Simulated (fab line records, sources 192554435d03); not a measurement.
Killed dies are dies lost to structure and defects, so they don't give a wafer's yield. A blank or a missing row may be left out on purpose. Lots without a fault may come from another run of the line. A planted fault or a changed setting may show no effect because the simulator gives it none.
One fault seen from 3 desks | flow n5_finfet | each desk has only its own numbers; what lay behind them comes last

THE METROLOGY DESK
What the gauges read, lot by lot, whatever tool the lot ran on: means of the sampled wafers that have a number. A lot is out of limits, marked OUT, if its mean lies more than 4 standard deviations from the usual mean; the brackets give that distance. Of its 12 readings 7 are shown: those that lie furthest out on some lot.
Columns: A = cd_nm at N5_BEOL_M4_CD_MEAS_11, usual 16.77 nm; B = M4_OVL at N5_BEOL_M4_OVL_MEAS_12, usual 0.5 nm; C = DIBL_N at N5_BEOL_M4_RC_MEAS_101, usual 35.9 mV/V; D = DIBL_P at N5_BEOL_M4_RC_MEAS_101, usual 35.9 mV/V; E = IOFF_P at N5_BEOL_M4_RC_MEAS_101, usual 0.21 nA/um; F = ION_N at N5_BEOL_M4_RC_MEAS_101, usual 672 uA/um; G = SS_P at N5_BEOL_M4_RC_MEAS_101, usual 73.2 mV/dec
lot  | first seen here | A     | B   | C    | D    | E    | F   | G
L238 | day 8 17:31     | 16.82 | 0.3 | 34.8 | 34.5 | 0.21 | 677 | 72.3
L239 | day 8 20:32     | 17.12 | 1.1 | 36.8 | 36.3 | 0.22 | 669 | 73.5
L249 | day 11 01:11    | 16.42 | 0.5 | 37.3 | 36.9 | 0.25 | 680 | 73.8
L253 | day 11 14:39    | 16.86 | 0.3 | 35.6 | 35.0 | 0.23 | 670 | 73.1
L254 | day 11 23:34    | 17.28 | 0.8 | 34.6 | 35.0 | 0.18 | 662 | 72.2
L255 | day 12 16:20    | 16.45 | 0.3 | 34.5 | 34.4 | 0.23 | 660 | 72.8
L259 | day 13 11:23    | 16.93 | 1.7 | 37.7 | 38.9 | 0.23 | 670 | 74.1
This desk's finding: nothing out of limits on any of the 7 lots.

THE DEFECT DESK
What the inspections along the route counted, lot by lot: means of the sampled wafers that have a number. A lot is out of limits, marked OUT, if its mean lies more than 4 standard deviations from the usual mean; the brackets give that distance.
Columns: A = raw_defect_count at N5_BEOL_M4_INSPECT_13, usual 362
lot  | first seen here | A
L238 | day 8 17:36     | 475
L239 | day 8 20:37     | 376
L249 | day 11 01:16    | 325
L253 | day 11 14:44    | 350
L254 | day 11 23:39    | 282
L255 | day 12 16:25    | 212
L259 | day 13 11:29    | 414
This desk's finding: nothing out of limits on any of the 7 lots.

THE TOOL OWNER'S DESK: rie_diel-06
The tool's own readings at N5_BEOL_M4_ETCH_64 (etches SOC in N2/H2, target depth 75 nm, overetch 22.5 nm, time 121.9 s): means of the sampled wafers that have a number, for each lot that ran on this tool. A lot is out of limits, marked OUT, if its mean lies more than 4 standard deviations from the usual mean; the brackets give that distance.
Columns: A = drypump_motor_current_A at N5_BEOL_M4_ETCH_64, usual 5.7 A; B = oes_product_au at N5_BEOL_M4_ETCH_64, usual 0.58 a.u.; C = rf_vpp_V at N5_BEOL_M4_ETCH_64, usual 524 V; D = showerhead_plenum_p_Torr at N5_BEOL_M4_ETCH_64, usual 2.54 Torr; E = throttle_valve_pct at N5_BEOL_M4_ETCH_64, usual 17.89 %
lot  | first seen here | A   | B    | C   | D    | E
L239 | day 8 21:00     | 5.7 | 0.55 | 523 | 2.52 | 17.94
L249 | day 11 01:23    | 5.9 | 0.56 | 524 | 2.56 | 17.92
L253 | day 11 14:52    | 5.8 | 0.63 | 526 | 2.63 | 17.82
L254 | day 11 23:46    | 5.8 | 0.72 | 522 | 2.51 | 17.86
L255 | day 12 16:32    | 5.9 | 0.66 | 524 | 2.57 | 17.91
This desk's finding: nothing out of limits on any of the 5 lots.

PUT TOGETHER
The metrology desk saw nothing out of limits.
The defect desk saw nothing out of limits.
The tool owner's desk saw nothing out of limits.

WHAT THE SIMULATOR HAD PUT IN
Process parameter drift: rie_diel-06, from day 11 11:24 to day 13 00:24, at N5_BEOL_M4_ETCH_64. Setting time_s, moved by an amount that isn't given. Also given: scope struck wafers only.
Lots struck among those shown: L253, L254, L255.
